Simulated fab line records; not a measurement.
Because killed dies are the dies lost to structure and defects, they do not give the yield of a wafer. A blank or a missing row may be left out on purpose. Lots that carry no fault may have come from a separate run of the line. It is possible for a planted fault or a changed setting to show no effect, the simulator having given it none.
Comparing a struck lot with a sound one    flow n5Finfet    38 steps out of a route of 1938
Sound: these wafers, L233.1, L233.3, L233.6. Struck: wafers L236.1, L236.4, L236.6. The cause is given at the end.
For every step that has rows: the tool of each side, followed by ch and its chambers, followed by its first start. Under that, the readings that differ: sound wafers    struck wafers    difference of the means    sigmas: that difference in standard deviations of wafers without a fault.
alike: a reading whose means differ by less than 2 such deviations, as well as words and numbers matching on both sides. not compared: withheld readings; readings where some wafer has no value; bounds like >300 that might hide an equal value; numbers whose values overlap and for which the record gives no deviation.
A row with sigmas, a row that says differs or no value, or rows on one side alone: a step with any of these is where the two part. When numbers do not overlap yet have no deviation, they are printed without sigmas and do not part them. A reading missing from all wafers of one side parts the sides only when that side holds two or more wafers.

first, 9 steps without rows for these wafers: N5_BEOL_M1_DEVELOP_27 (develop time 30 s); N5_BEOL_M1_DESCUM_33 (chemistry O2, time 7 s); N5_BEOL_M1_ETCH_77 (etches underlayer in N2/H2, target depth 6.5 nm, time 5.2 s); N5_BEOL_M1_ETCH_69 (etches SiARC in CF4, target depth 15.6 nm, time 26 s); N5_BEOL_M1_ALD_98 (deposits SiO2, target thk 2.5 nm, pulse time 1 s, co reactant pulse time 1 s); N5_BEOL_M1_ETCHBACK_99 (etches SiO2 in CHF3, target depth 5 nm, time 10.4 s); N5_BEOL_M1_ETCH_70 (etches SOC in N2/H2, target depth 80 nm, overetch 16 nm, time 120 s); N5_BEOL_M1_STRIP_71 (strips in N2/H2); N5_BEOL_M1_STRIP_78 (strips in N2/H2).
N5_BEOL_M1_VIA_ETCH_34: etches the open film in C4F6/O2, target depth 67.8 nm, time 64.4 s.
  sound on rieDiel-06 ch 1,2, day 7 14:41; struck on rieDiel-06 ch 0,1,3, day 8 05:33
  alike: drypumpMotorCurrentA, oes_f_703_au, oesProductAu, rfVppV, showerheadPlenumPTorr, throttleValvePct
  not compared: rfHoursCounterH
then, 27 steps without rows for these wafers: N5_BEOL_M1_STRIP_83 (strips in C4F6/O2); N5_BEOL_M1_STRIP_36 (strips in N2/H2); N5_BEOL_M1_TRENCH_ETCH_37 (etches SiOC in C4F6/O2, target depth 55.207 nm, time 29 s); N5_BEOL_M1_ETCH_41 (etches SiCN in CH3F/O2, target depth 31.9 nm, time 57.8 s); N5_BEOL_M1_STRIP_97 (strips in N2/H2, time 10 s); N5_BEOL_M1_HM_STRIP_39 (strips TiN in peroxide tin strip, target depth 25 nm, time 158 s); N5_BEOL_M1_SRD_40 (time 30 s); N5_BEOL_M1_PRECLEAN_42 (cleans in residue remover, time 60 s); N5_BEOL_M1_SRD_43 (time 30 s); N5_BEOL_M1_DEGAS_44 (time 60 s); N5_BEOL_M1_PRE_CLEAN_45 (time 30 s); N5_BEOL_M1_ALD_84 (deposits TaN, pulse time 2 s, purge time 3 s, co reactant purge time 2 s); N5_BEOL_M1_SURFACE_TREAT_85; N5_BEOL_M1_CVD_47 (deposits Co from CCTBA/H2, target thk 3 nm, time 223.8 s); N5_BEOL_M1_SPUTTER_48 (material Cu, target thk 4.5 nm, time 8.29 s); N5_BEOL_M1_ANNEAL_49 (time 240 s); N5_BEOL_M1_SPUTTER_79 (material Cu, target thk 4.5 nm, time 8.29 s); N5_BEOL_M1_ANNEAL_80 (time 240 s); N5_BEOL_M1_SPUTTER_81 (material Cu, target thk 4.5 nm, time 8.29 s); N5_BEOL_M1_ANNEAL_82 (time 240 s); N5_BEOL_M1_SPUTTER_86 (material Cu, target thk 4.5 nm, time 8.29 s); N5_BEOL_M1_ANNEAL_87 (time 240 s); N5_BEOL_M1_SPUTTER_88 (material Cu, target thk 4.5 nm, time 8.29 s); N5_BEOL_M1_ANNEAL_89 (time 240 s); N5_BEOL_M1_SPUTTER_90 (material Cu, target thk 4.5 nm, time 8.29 s); N5_BEOL_M1_ANNEAL_91 (time 240 s); N5_BEOL_M1_SPUTTER_92 (material Cu, target thk 4.5 nm, time 8.29 s).
-- the record jumps here: 6 days lie between the struck wafers' starts before and after (it left off in module BEOL_M1 and takes up again in module PASSIVATION, whose first step shown is number 1936 of the route) --
N5_PASSIVATION_PROBE_49:
  the record has rows for the struck wafers here (prober-02, day 14 03:35) and none for the sound ones

WHERE THEY PART
Only at N5_PASSIVATION_PROBE_49, as far as this record shows.

WHY: what the simulator had put in
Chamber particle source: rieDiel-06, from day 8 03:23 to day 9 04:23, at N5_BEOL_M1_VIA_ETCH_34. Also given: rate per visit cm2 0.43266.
